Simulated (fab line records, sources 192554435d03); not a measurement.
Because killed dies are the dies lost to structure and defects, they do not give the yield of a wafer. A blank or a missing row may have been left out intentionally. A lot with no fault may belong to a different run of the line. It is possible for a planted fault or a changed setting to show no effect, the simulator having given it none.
A lot that was struck, set against a sound lot / flow n5-finfet / 16 steps out of a route of 1938
Sound: wafers L585.2, L585.3, L585.4. Wafers struck: L597.4, L597.5, L597.6. Last of all comes the cause.
Order at every step that has rows: each side's tool, ch and its chambers, its first start. Under that, the readings that differ: sound wafers / struck wafers / difference of the means / sigmas: that difference in standard deviations of wafers without a fault.
alike: readings whose means differ by less than 2 such deviations, and words and numbers that are the same on both sides. not compared: withheld readings, readings that some wafer has no value for, bounds like >300 that may hide the same value, and numbers for which the record gives no deviation and whose values overlap.
The two part at a step that has a row with sigmas, a row that says differs or no value, or rows on one side only. When numbers do not overlap yet have no deviation, they are printed without sigmas and do not part them. A reading that every wafer of one side lacks parts them only if that side has two wafers or more.

N5_HKMG_FIN_ALD_71: deposits TiN, target thk 1 nm, pulse time 1 s, purge time 3 s.
  sound on ald-metal-03 ch 0,1,2, day 5 00:30; struck on ald-metal-03 ch 1,2, day 8 15:17
  alike: heater-power-w, precursor-pulse-height-rel
then, 1 step without rows for these wafers: N5_HKMG_FIN_COAT_66 (time 60 s, resist thk 300 nm).
N5_HKMG_FIN_ETCH_67: etches SOC in N2/H2, stops on TiN, target depth 388.9 nm.
  sound on rie-diel-04 ch 1,2,3, day 5 00:50; struck on rie-diel-04 ch 2,3, day 8 15:40
  alike: bias-w, drypump-motor-current-A, oes-product-au, rf-vpp-V, showerhead-plenum-p-Torr, throttle-valve-pct
  not compared: rf-hours-counter-h
N5_HKMG_FIN_STRIP_90: strips SOC in N2/H2, time 20 s.
  sound on rie-diel-04 ch 1,2,3, day 5 00:53; struck on rie-diel-04 ch 2,3, day 8 15:43
  alike: drypump-motor-current-A, oes-product-au, rf-vpp-V, showerhead-plenum-p-Torr, throttle-valve-pct
  not compared: rf-hours-counter-h
then, 2 steps without rows for these wafers: N5_HKMG_FIN_WET_ETCH_73 (etches the open film in SC1, time 42.3 s, target depth 1.3 nm, rinse time 30 s); N5_HKMG_FIN_ETCHBACK_68 (etches the open film in Cl2/Ar, stops on HfO2, target depth 0.5 nm).
N5_HKMG_FIN_STRIP_69: strips in N2/H2, time 360 s.
  sound on plasma-asher-01 ch 0,1, day 5 01:11; struck on plasma-asher-01 ch 0,1, day 8 16:11
  alike: drypump-motor-current-A, heater-power-w
  not compared: rf-hours-counter-h
then, 2 steps without rows for these wafers: N5_HKMG_FIN_ALD_21 (deposits TiN, target thk 1.5 nm, pulse time 1 s, purge time 3 s); N5_HKMG_FIN_ALD_72 (deposits W, target thk 2 nm, pulse time 1 s, purge time 2 s).
N5_HKMG_FIN_W_FILL_22: material W, target thk 60 nm, time 18.2 s.
  sound on cvd-w-02 ch 0,1, day 5 02:00; struck on cvd-w-02 ch 0,1, day 8 16:57
  alike: heater-power-w, throttle-valve-pct
then, 2 steps without rows for these wafers: N5_HKMG_FIN_PRECLEAN_83 (cleans in DIW, time 57.5 s); N5_HKMG_FIN_SRD_84 (dry time 32 s).
N5_HKMG_FIN_CMP_23: polishes, stops on SiNx, t overpolish 10 s, target thk 46.326 nm.
  sound on cmp-02 ch 0,2,3, day 5 02:07; struck on cmp-02 ch 0,1, day 8 17:08
  no value came back on the struck wafers for any of 6 readings (edge-zone-pressure-frac, head-pressure-psi (psi) and others); on the sound wafers edge-zone-pressure-frac reads 1.002 1.005 1.006
reading=model.W_of_HKMG_FIN_W_FILL_22.thk-nm (nm); sound=45.4 47 49; struck=60 60 60.2; difference=+13; sigmas=
reading=model.SiNx_of_SDB_ALD_29.thk-nm (nm); sound=28.8 28.8 29.2; struck=29.4 29.4 29.4; difference=+0.5; sigmas=
N5_HKMG_FIN_CMP_94: polishes, stops on SiNx, t overpolish 4.7 s, target thk 43.299 nm.
  sound on cmp-02 ch 0,2,3, day 5 02:35; struck on cmp-02 ch 0,1, day 8 17:34
reading=model.SiNx_of_SDB_ALD_29.thk-nm (nm); sound=28.4 28.4 28.6; struck=28.8 29 28.8; difference=+0.4; sigmas=
  alike: edge-zone-pressure-frac, head-pressure-psi, motor-current-A
  not compared: pad-life-wafers
N5_BEOL_M4_RC_MEAS_101:
  the record has rows for the sound wafers here (prober-01 ch 0, day 9 01:23) and none for the struck ones
-- here the record skips 8 days between the struck wafers' starts before and after, leaving off in module BEOL_M4 and picking up in module PASSIVATION (first step shown: number 1936 of the route) --
N5_PASSIVATION_PROBE_49:
  record: rows for the struck wafers here (prober-02, day 16 09:47), none for the sound ones

## WHERE THEY PART
Earliest at N5_HKMG_FIN_CMP_23; latest, in this record, at N5_PASSIVATION_PROBE_49.

WHY: what had been put in by the simulator
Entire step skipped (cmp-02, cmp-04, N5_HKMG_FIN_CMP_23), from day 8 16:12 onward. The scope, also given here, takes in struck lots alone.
